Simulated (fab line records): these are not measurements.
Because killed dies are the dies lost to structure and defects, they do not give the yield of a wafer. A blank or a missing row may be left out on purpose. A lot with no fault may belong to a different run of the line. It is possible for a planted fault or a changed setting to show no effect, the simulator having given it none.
Matching of chambers / flow n5-finfet / 4 sister chambers for N5_BEOL_M12_TRENCH_ETCH_34 on rie-diel-06
The step etches SiOC in C4F8/O2/Ar, target depth 318.95 nm, time 125.5 s. 8 wafers are shown with their chamber, then 12 later ones without.

WAFERS WITH THEIR CHAMBER
wafer=L088.5; chamber=2; drypump-motor-current-A (A)=5.1; showerhead-plenum-p-Torr (Torr)=3.46
wafer=L091.1; chamber=2; drypump-motor-current-A (A)=5.2; showerhead-plenum-p-Torr (Torr)=3.45
wafer=L090.2; chamber=1; drypump-motor-current-A (A)=6.1; showerhead-plenum-p-Torr (Torr)=3.27
wafer=L090.5; chamber=0; drypump-motor-current-A (A)=6.1; showerhead-plenum-p-Torr (Torr)=3.55
wafer=L090.6; chamber=3; drypump-motor-current-A (A)=5.8; showerhead-plenum-p-Torr (Torr)=3.56
wafer=L093.1; chamber=3; drypump-motor-current-A (A)=5.8; showerhead-plenum-p-Torr (Torr)=3.56
wafer=L093.2; chamber=1; drypump-motor-current-A (A)=6.1; showerhead-plenum-p-Torr (Torr)=3.27
wafer=L093.3; chamber=0; drypump-motor-current-A (A)=6.2; showerhead-plenum-p-Torr (Torr)=3.55

WAFERS MISSING THEIR CHAMBER
wafer=L093.4; drypump-motor-current-A (A)=5.1; showerhead-plenum-p-Torr (Torr)=3.45
wafer=L093.5; drypump-motor-current-A (A)=6.1; showerhead-plenum-p-Torr (Torr)=3.27
wafer=L093.6; drypump-motor-current-A (A)=6.2; showerhead-plenum-p-Torr (Torr)=3.55
wafer=L092.2; drypump-motor-current-A (A)=5.8; showerhead-plenum-p-Torr (Torr)=3.56
wafer=L092.3; drypump-motor-current-A (A)=5.2; showerhead-plenum-p-Torr (Torr)=3.45
wafer=L092.4; drypump-motor-current-A (A)=6.2; showerhead-plenum-p-Torr (Torr)=3.55
wafer=L097.1; drypump-motor-current-A (A)=6.1; showerhead-plenum-p-Torr (Torr)=3.27
wafer=L097.2; drypump-motor-current-A (A)=5.1; showerhead-plenum-p-Torr (Torr)=3.44
wafer=L097.3; drypump-motor-current-A (A)=6.1; showerhead-plenum-p-Torr (Torr)=3.54
wafer=L097.4; drypump-motor-current-A (A)=5.8; showerhead-plenum-p-Torr (Torr)=3.56
wafer=L097.5; drypump-motor-current-A (A)=5.8; showerhead-plenum-p-Torr (Torr)=3.56
wafer=L097.6; drypump-motor-current-A (A)=6.2; showerhead-plenum-p-Torr (Torr)=3.54

CHAMBER TAKEN BY EACH
wafer=L093.4; from the rows above=2; in truth=2
wafer=L093.5; from the rows above=1; in truth=1
wafer=L093.6; from the rows above=0; in truth=0
wafer=L092.2; from the rows above=3; in truth=3
wafer=L092.3; from the rows above=2; in truth=2
wafer=L092.4; from the rows above=0; in truth=0
wafer=L097.1; from the rows above=1; in truth=1
wafer=L097.2; from the rows above=2; in truth=2
wafer=L097.3; from the rows above=0; in truth=0
wafer=L097.4; from the rows above=3; in truth=3
wafer=L097.5; from the rows above=3; in truth=3
wafer=L097.6; from the rows above=0; in truth=0
12 of 12 placed correctly. Number that these rows cannot place: 0. Wrongly placed: 0.
How it was worked out, from the rows above alone: a wafer's distance from a chamber is the root of the sum, over the readings, of the square of ((its reading less the chamber's mean) divided by the reading's scatter). The wafer belongs to the nearest chamber; if the next one is less than 2 further off, it can't be placed. Each chamber's mean is taken over the wafers shown for it. How the scatter is found: for the shown wafers, subtract from each reading the mean of its chamber, square and add these, divide the total by (wafers less chambers), then take the root.
